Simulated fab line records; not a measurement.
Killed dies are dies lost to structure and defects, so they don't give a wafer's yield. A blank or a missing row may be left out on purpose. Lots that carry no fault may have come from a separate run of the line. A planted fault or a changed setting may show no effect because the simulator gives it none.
Matching of chambers :: flow nand-harc :: rie-diel-02 running NHARC_A_CONTACT_ETCH_91: 4 sister chambers
The step etches the open film in CH3F/O2, target depth 40 nm, time 85.7 s. 33 wafers are shown with their chamber, then 12 later ones without.

## WAFERS, EACH WITH ITS CHAMBER
wafer: L075.1
chamber: 2
showerhead-plenum-p-Torr (Torr): 2.35
drypump-motor-current-A (A): 5.9
rf-vpp-V (V): 242.4

wafer: L075.2
chamber: 1
showerhead-plenum-p-Torr (Torr): 2.45
drypump-motor-current-A (A): 5.2
rf-vpp-V (V): 242.9

wafer: L075.6
chamber: 1
showerhead-plenum-p-Torr (Torr): 2.45
drypump-motor-current-A (A): 5.2
rf-vpp-V (V): 243.9

wafer: L076.3
chamber: 1
showerhead-plenum-p-Torr (Torr): 2.45
drypump-motor-current-A (A): 5.2
rf-vpp-V (V): 244.3

wafer: L076.4
chamber: 0
showerhead-plenum-p-Torr (Torr): 2.53
drypump-motor-current-A (A): 5.6
rf-vpp-V (V): 245.6

wafer: L076.5
chamber: 0
showerhead-plenum-p-Torr (Torr): 2.53
drypump-motor-current-A (A): 5.5
rf-vpp-V (V): 245.4

wafer: L077.1
chamber: 2
showerhead-plenum-p-Torr (Torr): 2.35
drypump-motor-current-A (A): 5.8
rf-vpp-V (V): 242.9

wafer: L077.2
chamber: 0
showerhead-plenum-p-Torr (Torr): 2.53
drypump-motor-current-A (A): 5.5
rf-vpp-V (V): 245.2

wafer: L077.4
chamber: 1
showerhead-plenum-p-Torr (Torr): 2.45
drypump-motor-current-A (A): 5.2
rf-vpp-V (V): 243.8

wafer: L078.2
chamber: 0
showerhead-plenum-p-Torr (Torr): 2.53
drypump-motor-current-A (A): 5.5
rf-vpp-V (V): 245.2

wafer: L078.5
chamber: 1
showerhead-plenum-p-Torr (Torr): 2.45
drypump-motor-current-A (A): 5.2
rf-vpp-V (V): 245.1

wafer: L078.6
chamber: 2
showerhead-plenum-p-Torr (Torr): 2.35
drypump-motor-current-A (A): 5.9
rf-vpp-V (V): 242.9

wafer: L079.2
chamber: 1
showerhead-plenum-p-Torr (Torr): 2.45
drypump-motor-current-A (A): 5.2
rf-vpp-V (V): 245.1

wafer: L079.3
chamber: 2
showerhead-plenum-p-Torr (Torr): 2.35
drypump-motor-current-A (A): 5.9
rf-vpp-V (V): 242.8

wafer: L079.4
chamber: 0
showerhead-plenum-p-Torr (Torr): 2.53
drypump-motor-current-A (A): 5.5
rf-vpp-V (V): 245.6

wafer: L080.2
chamber: 1
showerhead-plenum-p-Torr (Torr): 2.45
drypump-motor-current-A (A): 5.2
rf-vpp-V (V): 243.7

wafer: L080.4
chamber: 2
showerhead-plenum-p-Torr (Torr): 2.35
drypump-motor-current-A (A): 5.9
rf-vpp-V (V): 242.2

wafer: L080.6
chamber: 3
showerhead-plenum-p-Torr (Torr): 2.57
drypump-motor-current-A (A): 5.5
rf-vpp-V (V): 246.7

wafer: L081.1
chamber: 2
showerhead-plenum-p-Torr (Torr): 2.35
drypump-motor-current-A (A): 5.9
rf-vpp-V (V): 243.8

wafer: L081.5
chamber: 2
showerhead-plenum-p-Torr (Torr): 2.35
drypump-motor-current-A (A): 5.9
rf-vpp-V (V): 242.8

wafer: L081.6
chamber: 3
showerhead-plenum-p-Torr (Torr): 2.57
drypump-motor-current-A (A): 5.5
rf-vpp-V (V): 245.0

wafer: L084.2
chamber: 1
showerhead-plenum-p-Torr (Torr): 2.44
drypump-motor-current-A (A): 5.2
rf-vpp-V (V): 243.8

wafer: L084.5
chamber: 1
showerhead-plenum-p-Torr (Torr): 2.44
drypump-motor-current-A (A): 5.2
rf-vpp-V (V): 243.3

wafer: L084.6
chamber: 0
showerhead-plenum-p-Torr (Torr): 2.53
drypump-motor-current-A (A): 5.6
rf-vpp-V (V): 243.9

wafer: L086.2
chamber: 0
showerhead-plenum-p-Torr (Torr): 2.53
drypump-motor-current-A (A): 5.5
rf-vpp-V (V): 245.4

wafer: L086.4
chamber: 3
showerhead-plenum-p-Torr (Torr): 2.57
drypump-motor-current-A (A): 5.5
rf-vpp-V (V): 246.4

wafer: L086.5
chamber: 2
showerhead-plenum-p-Torr (Torr): 2.35
drypump-motor-current-A (A): 5.9
rf-vpp-V (V): 243.4

wafer: L085.2
chamber: 2
showerhead-plenum-p-Torr (Torr): 2.35
drypump-motor-current-A (A): 5.9
rf-vpp-V (V): 241.9

wafer: L085.3
chamber: 1
showerhead-plenum-p-Torr (Torr): 2.44
drypump-motor-current-A (A): 5.2
rf-vpp-V (V): 245.2

wafer: L085.5
chamber: 3
showerhead-plenum-p-Torr (Torr): 2.57
drypump-motor-current-A (A): 5.5
rf-vpp-V (V): 245.3

wafer: L088.1
chamber: 1
showerhead-plenum-p-Torr (Torr): 2.44
drypump-motor-current-A (A): 5.2
rf-vpp-V (V): 244.6

wafer: L088.3
chamber: 0
showerhead-plenum-p-Torr (Torr): 2.52
drypump-motor-current-A (A): 5.5
rf-vpp-V (V): 245.2

wafer: L088.4
chamber: 3
showerhead-plenum-p-Torr (Torr): 2.57
drypump-motor-current-A (A): 5.6
rf-vpp-V (V): 245.9

SIGNATURES (means of the wafers above)
reading: showerhead-plenum-p-Torr
chamber 0: 2.5287
chamber 1: 2.4464
chamber 2: 2.3500
chamber 3: 2.5700
scatter within a chamber: 0.00343

reading: drypump-motor-current-A
chamber 0: 5.525
chamber 1: 5.200
chamber 2: 5.889
chamber 3: 5.520
scatter within a chamber: 0.0332

reading: rf-vpp-V
chamber 0: 245.188
chamber 1: 244.155
chamber 2: 242.789
chamber 3: 245.860
scatter within a chamber: 0.664
Rule: for a wafer and a chamber, the distance is found by dividing, reading by reading, the gap between the wafer's reading and the chamber's mean by the reading's scatter, squaring, summing and taking the root. If the next closest chamber is less than 2 further off than the closest, the wafer can't be placed; otherwise it belongs to the closest. The scatter is the square root of a quotient: the sum, over the shown wafers, of each reading's squared deviation from its chamber's mean, divided by wafers minus chambers.

## WAFERS WHOSE CHAMBER IS MISSING
wafer: L090.1
showerhead-plenum-p-Torr (Torr): 2.44
drypump-motor-current-A (A): 5.2
rf-vpp-V (V): 243.3

wafer: L090.3
showerhead-plenum-p-Torr (Torr): 2.34
drypump-motor-current-A (A): 5.9
rf-vpp-V (V): 242.7

wafer: L090.5
showerhead-plenum-p-Torr (Torr): 2.56
drypump-motor-current-A (A): 5.5
rf-vpp-V (V): 245.4

wafer: L092.1
showerhead-plenum-p-Torr (Torr): 2.56
drypump-motor-current-A (A): 5.5
rf-vpp-V (V): 246.6

wafer: L092.3
showerhead-plenum-p-Torr (Torr): 2.52
drypump-motor-current-A (A): 5.5
rf-vpp-V (V): 245.5

wafer: L092.5
showerhead-plenum-p-Torr (Torr): 2.56
drypump-motor-current-A (A): 5.5
rf-vpp-V (V): 245.0

wafer: L093.2
showerhead-plenum-p-Torr (Torr): 2.44
drypump-motor-current-A (A): 5.2
rf-vpp-V (V): 242.9

wafer: L093.5
showerhead-plenum-p-Torr (Torr): 2.56
drypump-motor-current-A (A): 5.5
rf-vpp-V (V): 246.7

wafer: L093.6
showerhead-plenum-p-Torr (Torr): 2.52
drypump-motor-current-A (A): 5.5
rf-vpp-V (V): 244.7

wafer: L096.1
showerhead-plenum-p-Torr (Torr): 2.52
drypump-motor-current-A (A): 5.5
rf-vpp-V (V): 246.1

wafer: L096.4
showerhead-plenum-p-Torr (Torr): 2.56
drypump-motor-current-A (A): 5.6
rf-vpp-V (V): 245.9

wafer: L096.6
showerhead-plenum-p-Torr (Torr): 2.34
drypump-motor-current-A (A): 5.9
rf-vpp-V (V): 241.8

## WHICH CHAMBER EACH WENT THROUGH
wafer: L090.1
from the rows above: 1
in truth: 1

wafer: L090.3
from the rows above: 2
in truth: 2

wafer: L090.5
from the rows above: 3
in truth: 3

wafer: L092.1
from the rows above: 3
in truth: 3

wafer: L092.3
from the rows above: 0
in truth: 0

wafer: L092.5
from the rows above: 3
in truth: 3

wafer: L093.2
from the rows above: 1
in truth: 1

wafer: L093.5
from the rows above: 3
in truth: 3

wafer: L093.6
from the rows above: 0
in truth: 0

wafer: L096.1
from the rows above: 0
in truth: 0

wafer: L096.4
from the rows above: 3
in truth: 3

wafer: L096.6
from the rows above: 2
in truth: 2
Correctly placed: 12 of 12. Number that these rows cannot place: 0. Number placed wrongly: 0.
